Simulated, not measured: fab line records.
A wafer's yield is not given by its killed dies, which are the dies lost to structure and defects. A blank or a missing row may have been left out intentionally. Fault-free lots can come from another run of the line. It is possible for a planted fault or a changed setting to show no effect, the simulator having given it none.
Which tool is to blame? ; flow nand_harc ; Sampling: 13 lots, 39 wafers, 5 of 1159 route steps

== WHAT EACH GAUGE READ, for each wafer ==
NHARC_END_SORT_01. Usual: defect_limited_yield 95.2 %, standard deviation 1.6; killed_at_array 28, standard deviation 11; killed_at_other 0.8, standard deviation 1.3; killed_at_periphery 3.6, standard deviation 2.5; killed_dies 32, standard deviation 11; killed_open 3.0, standard deviation 1.8; killed_short 2.0, standard deviation 1.5; sort_bin_2_pct 1.5 %, standard deviation 0.66; sort_bin_3_pct 0.25 %, standard deviation 0.23; sort_bin_4_pct 3.0 %, standard deviation 1.1; sort_n_pass 645, standard deviation 11; sort_rim_yield_pct 96.0 %, standard deviation 2.9; sort_yield_pct 95.2 %, standard deviation 1.6.
lot;measured;on;defect_limited_yield (%);killed_at_array;killed_at_other;killed_at_periphery;killed_dies;killed_open;killed_short;sort_bin_2_pct (%);sort_bin_3_pct (%);sort_bin_4_pct (%);sort_n_pass;sort_rim_yield_pct (%);sort_yield_pct (%);flag
L932;day 21 05:14;prober-01;95.0 94.2 95.6;29 34 28;2 1 0;3 4 2;34 39 30;1 4 5;4 2 0;0.9 1.6 1.2;0.44 0 0.44;3.7 4.1 2.8;643 638 647;94.3 92.5 97.2;95.0 94.2 95.6;
L934;day 21 22:28;prober-01;96.2 96.5 95.4;22 18 26;1 0 0;3 6 5;26 24 31;1 2 3;0 3 2;1.3 1.0 1.3;0 0.44 0.44;2.5 2.1 2.8;651 653 646;98.1 98.1 97.2;96.2 96.5 95.4;
L935;day 21 22:17;prober-02;92.8 93.8 93.2;35 36 37;5 0 0;9 6 9;49 42 46;8 5 4;0 1 2;3.2 2.2 2.7;0.44 0.44 0.15;3.5 3.5 4.0;628 635 631;88.7 98.1 92.5;92.8 93.8 93.2;
L939;day 22 12:20;prober-02;94.4 95.1 96.0;37 33 26;0 0 0;1 0 1;38 33 27;2 0 2;3 2 0;1.2 1.0 1.0;0.30 0.15 0.15;4.1 3.7 2.8;639 644 650;96.2 93.4 100.0;94.4 95.1 96.0;
L942;day 23 03:11;prober-01;94.5 94.7 96.2;35 31 25;0 0 0;2 5 1;37 36 26;4 6 3;4 0 4;1.5 1.5 1.3;0.30 0.30 0;3.7 3.5 2.5;640 641 651;98.1 91.5 91.5;94.5 94.7 96.2;
L944;day 23 12:02;prober-02;82.0 81.7 84.5;22 18 5;4 1 4;96 105 96;122 124 105;8 1 0;1 0 2;9.5 7.2 6.8;3.99 4.58 4.28;4.6 6.5 4.4;555 553 572;95.3 96.2 99.1;82.0 81.7 84.5;OFF
L945;day 23 19:44;prober-02;79.6 79.8 79.6;46 37 42;1 4 4;91 96 92;138 137 138;4 2 5;5 4 1;8.9 8.7 8.7;3.99 3.55 4.43;7.5 8.0 7.2;539 540 539;91.5 90.6 91.5;79.6 79.8 79.6;OFF

== WHAT TOOL EACH LOT RAN ON (gives the tool, then ch and the chambers of the sampled wafers, and finally the start) ==
lot;NHARC_P_M0_ETCH_15;NHARC_A_M1_DEP_33;NHARC_THIN_TSV_PVD_51;NHARC_THIN_TSV_PRE_CLEAN_54
L926;rie_diel-05 ch 0,1,3, day 5 15:08;pecvd-02 ch 0,1,2, day 18 00:56;pvd_sputter-01, day 19 23:14 or earlier;pvd_sputter-02, day 19 23:14
L929;rie_diel-09 ch 1,2,3, day 6 13:13;pecvd-03 ch 0,1, day 18 05:32;pvd_sputter-02, day 20 04:10 or earlier;pvd_sputter-01, day 20 04:10
L930;rie_diel-09 ch 0,1, day 6 13:44;pecvd-01 ch 0,1,2, day 18 04:01;pvd_sputter-01, day 20 00:52 or earlier;pvd_sputter-02, day 20 00:52
L932;rie_diel-09 ch 0,1,3, day 7 07:10;pecvd-03 ch 1,2, day 19 11:07;pvd_sputter-02, day 20 09:50 or earlier;pvd_sputter-01, day 20 09:50
L931;rie_diel-05 ch 0,1,2, day 7 09:18;pecvd-02 ch 0,2, day 18 23:02;pvd_sputter-01, day 20 05:19 or earlier;pvd_sputter-01, day 20 05:19
L934;rie_diel-02 ch 0,2,3, day 7 17:19;pecvd-03 ch 0,1,2, day 19 22:37;pvd_sputter-03, day 21 01:58 or earlier;pvd_sputter-03, day 21 01:58
L935;rie_diel-09 ch 0,3, day 7 17:28;pecvd-02 ch 0,1,2, day 19 16:23;pvd_sputter-02, day 20 18:11 or earlier;pvd_sputter-02, day 20 18:11
L938;rie_diel-09 ch 0,1,2, day 8 22:36;pecvd-01 ch 0,1,2, day 20 22:17;pvd_sputter-02, day 21 20:49 or earlier;pvd_sputter-01, day 21 20:49
L939;rie_diel-09 ch 0,2,3, day 9 03:35;pecvd-02 ch 0,1,2, day 20 19:43;pvd_sputter-02, day 21 19:58 or earlier;pvd_sputter-03, day 21 19:58
L940;rie_diel-09 ch 0,1,3, day 9 17:10;pecvd-02 ch 0,2, day 21 09:29;pvd_sputter-01, day 22 07:31 or earlier;pvd_sputter-01, day 22 07:31
L942;rie_diel-02 ch 0,1,2, day 9 22:11;pecvd-03 ch 0,1, day 21 18:09;pvd_sputter-02, day 22 17:00 or earlier;pvd_sputter-02, day 22 17:00
L944;rie_diel-09 ch 1,2,3, day 10 00:39;pecvd-02 ch 0,1,2, day 22 04:36;pvd_sputter-01, day 23 04:44 or earlier;pvd_sputter-03, day 23 04:44
L945;rie_diel-09 ch 1,2,3, day 10 07:43;pecvd-03 ch 0,1,2, day 22 08:09;pvd_sputter-03, day 23 03:31 or earlier;pvd_sputter-02, day 23 03:31
- NHARC_P_M0_ETCH_15: etches the open film in C4F8/Ar, target depth 150 nm, overetch 15 nm, time 82.5 s.
- NHARC_A_M1_DEP_33: deposits SiCN, target thk 30 nm.
- NHARC_THIN_TSV_PVD_51: deposits Cu, target thk 100 nm.
- NHARC_THIN_TSV_PRE_CLEAN_54: time 30 s.

== WHAT THE TOOLS THEMSELVES READ (means of the sampled wafers that have a number; where no wafer has one, the mark that the record gives instead) ==
NHARC_P_M0_ETCH_15. Usual: oes_product_au 0.954 a.u., standard deviation 0.021; rf_vpp_V 440.4 V, standard deviation 2.8.
lot;tool;oes_product_au (a.u.);rf_vpp_V (V);flag
L926;rie_diel-05;0.922;438.7;
L929;rie_diel-09;0.970;440.9;
L930;rie_diel-09;0.981;440.5;
L932;rie_diel-09;0.966;442.1;
L931;rie_diel-05;0.926;439.4;
L934;rie_diel-02;0.969;440.6;
L935;rie_diel-09;0.949;444.5;
L938;rie_diel-09;0.948;440.7;
L939;rie_diel-09;0.966;442.0;
L940;rie_diel-09;0.929;442.0;
L942;rie_diel-02;0.943;440.7;
L944;rie_diel-09;0.977;440.1;
L945;rie_diel-09;0.968;440.5;

NHARC_A_M1_DEP_33. Usual: heater_power_w 552 W, standard deviation 110; showerhead_vpp_V 1349 V, standard deviation 44.
lot;tool;heater_power_w (W);showerhead_vpp_V (V);flag
L926;pecvd-02;512;1389;
L929;pecvd-03;626;1341;
L930;pecvd-01;577;1334;
L932;pecvd-03;615;1339;
L931;pecvd-02;496;1418;
L934;pecvd-03;556;1339;
L935;pecvd-02;496;1383;
L938;pecvd-01;550;1322;
L939;pecvd-02;484;1385;
L940;pecvd-02;478;1428;
L942;pecvd-03;614;1337;
L944;pecvd-02;495;1378;
L945;pecvd-03;579;1338;

NHARC_THIN_TSV_PVD_51. Usual: throttle_valve_pct 29.9 %, standard deviation 0.87.
lot;tool;throttle_valve_pct (%);flag
L926;pvd_sputter-01;30.3;
L929;pvd_sputter-02;29.2;
L930;pvd_sputter-01;29.9;
L932;pvd_sputter-02;29.4;
L931;pvd_sputter-01;30.5;
L934;pvd_sputter-03;29.6;
L935;pvd_sputter-02;29.0;
L938;pvd_sputter-02;30.8;
L939;pvd_sputter-02;30.1;
L940;pvd_sputter-01;30.5;
L942;pvd_sputter-02;30.4;
L944;pvd_sputter-01;29.8;
L945;pvd_sputter-03;29.6;

NHARC_THIN_TSV_PRE_CLEAN_54. Usual: heater_power_w 422 W, standard deviation 37.
lot;tool;heater_power_w (W);flag
L926;pvd_sputter-02;428;
L929;pvd_sputter-01;422;
L930;pvd_sputter-02;440;
L932;pvd_sputter-01;371;
L931;pvd_sputter-01;398;
L934;pvd_sputter-03;436;
L935;pvd_sputter-02;433;
L938;pvd_sputter-01;379;
L939;pvd_sputter-03;440;
L940;pvd_sputter-01;404;
L942;pvd_sputter-02;443;
L944;pvd_sputter-03;435;
L945;pvd_sputter-02;441;

== THE ANSWER, worked out from the rows above alone ==
Rule: a lot counts as off when the mean over its wafers that have a number is more than 3 standard deviations away from the usual mean. A lot without any number at a reading at which 4 lots or more have one is off too. Any other lot the step has rows for is counted as sound. Order of review: gauges by route order, followed by the tools' own readings, for which a lot's mean as printed above is used. At the first step where some lot is off, the reading lying furthest off is the one used; lots without a number count as furthest.
Off, at NHARC_END_SORT_01 on killed_at_periphery: L944, L945. Neither off nor sound, because the step has no rows for them: L926, L929, L930, L931, L938, L940.
If a tool, at a process step before that reading, ran all the lots that are off and no sound lot after the first of them, it fits. Those tools and the gauges at NHARC_END_SORT_01 are tried in the same way. With no start given for some of its lots, NHARC_THIN_TSV_PVD_51 uses the hours and lot order of NHARC_THIN_TSV_PRE_CLEAN_54. This does not decide it: 2 tools fit, namely rie_diel-09 at NHARC_P_M0_ETCH_15 and prober-02 at NHARC_END_SORT_01.

== WHAT WAS PUT IN BY THE SIMULATOR ==
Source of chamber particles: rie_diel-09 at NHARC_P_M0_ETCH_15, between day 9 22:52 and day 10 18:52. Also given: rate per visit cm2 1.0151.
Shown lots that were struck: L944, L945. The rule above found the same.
